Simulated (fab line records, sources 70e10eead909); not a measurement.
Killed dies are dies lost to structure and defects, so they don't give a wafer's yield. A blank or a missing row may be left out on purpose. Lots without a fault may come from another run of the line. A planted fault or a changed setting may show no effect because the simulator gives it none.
A struck lot beside a sound one | flow nand_harc | 15 steps out of a route of 1159
Sound: wafers L978.1, L978.4, L978.5. Struck: wafers L985.1, L985.2, L985.6. The cause comes at the end.
At each step with rows: each side's tool, then ch and its chambers, then its first start. Under that, the readings that differ: sound wafers | struck wafers | difference of the means | sigmas: that difference in standard deviations of wafers without a fault.
alike: readings whose means differ by less than 2 such deviations, and words and numbers that are the same on both sides. not compared: withheld readings, readings that some wafer has no value for, bounds like >300 that may hide the same value, and numbers for which the record gives no deviation and whose values overlap.
The two part at a step that has a row with sigmas, a row that says differs or no value, or rows on one side only. Numbers that don't overlap but have no deviation are shown without sigmas and don't part them. A reading that every wafer of one side lacks parts them only if that side has two wafers or more.

first, 3 steps without rows for these wafers: NHARC_P_GATE_STRIP_35 (strips in SPM, time 600 s); NHARC_P_GATE_PRECLEAN_73 (cleans in SC1); NHARC_P_GATE_SRD_74.
NHARC_P_GATE_ALD_36: deposits SiNx, target thk 20 nm, pulse time 60 s, ald cycles 223.
  sound on ald_sin-02 ch 1,3, day 5 03:47; struck on ald_sin-03 ch 0,2,3, day 7 04:50
  alike: heater_power_w, precursor_pulse_height_rel
NHARC_P_GATE_ETCHBACK_37: etches the open film in CHF3/O2, target depth 34.5 nm, time 17.2 s.
  sound on rie_diel-08 ch 1,3; struck on rie_diel-06 ch 2,3
  alike: chf3_flow_sccm, drypump_motor_current_A, oes_product_au, rf_vpp_V, showerhead_plenum_p_Torr, throttle_valve_pct
  not compared: rf_hours_counter_h
NHARC_P_GATE_STRIP_101: strips in O2, time 20 s.
  sound on rie_diel-08 ch 1,2,3, day 5 12:20; struck on rie_diel-06 ch 0,1,2, day 7 13:25
  alike: drypump_motor_current_A, oes_product_au, rf_vpp_V, showerhead_plenum_p_Torr, throttle_valve_pct
  not compared: rf_hours_counter_h
then, 6 steps without rows for these wafers: NHARC_P_GATE_PRECLEAN_97 (cleans in SPM, time 600 s); NHARC_P_GATE_SRD_98; NHARC_P_GATE_PRECLEAN_99 (cleans in SC1); NHARC_P_GATE_SRD_100; NHARC_P_GATE_DEHYDRATE_38 (time 120 s); NHARC_P_GATE_HMDS_39 (time 30 s).
NHARC_P_GATE_COAT_40:
  sound on litho_track-05 ch 0, day 5 12:55; struck on litho_track-05, day 7 13:55
  no value came back on the struck wafers for chill_plate_temp_C (C), exhaust_pa (Pa); on the sound wafers chill_plate_temp_C (C) reads 22.82 22.70 22.80
then, 2 steps without rows for these wafers: NHARC_P_GATE_SOFTBAKE_41 (time 95 s); NHARC_END_SORT_01.

WHERE THEY PART
Only at NHARC_P_GATE_COAT_40, within this record.

WHY: what the simulator had put in
Skipped step whole: litho_track-05, from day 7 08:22 on, at NHARC_P_GATE_COAT_40. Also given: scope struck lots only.
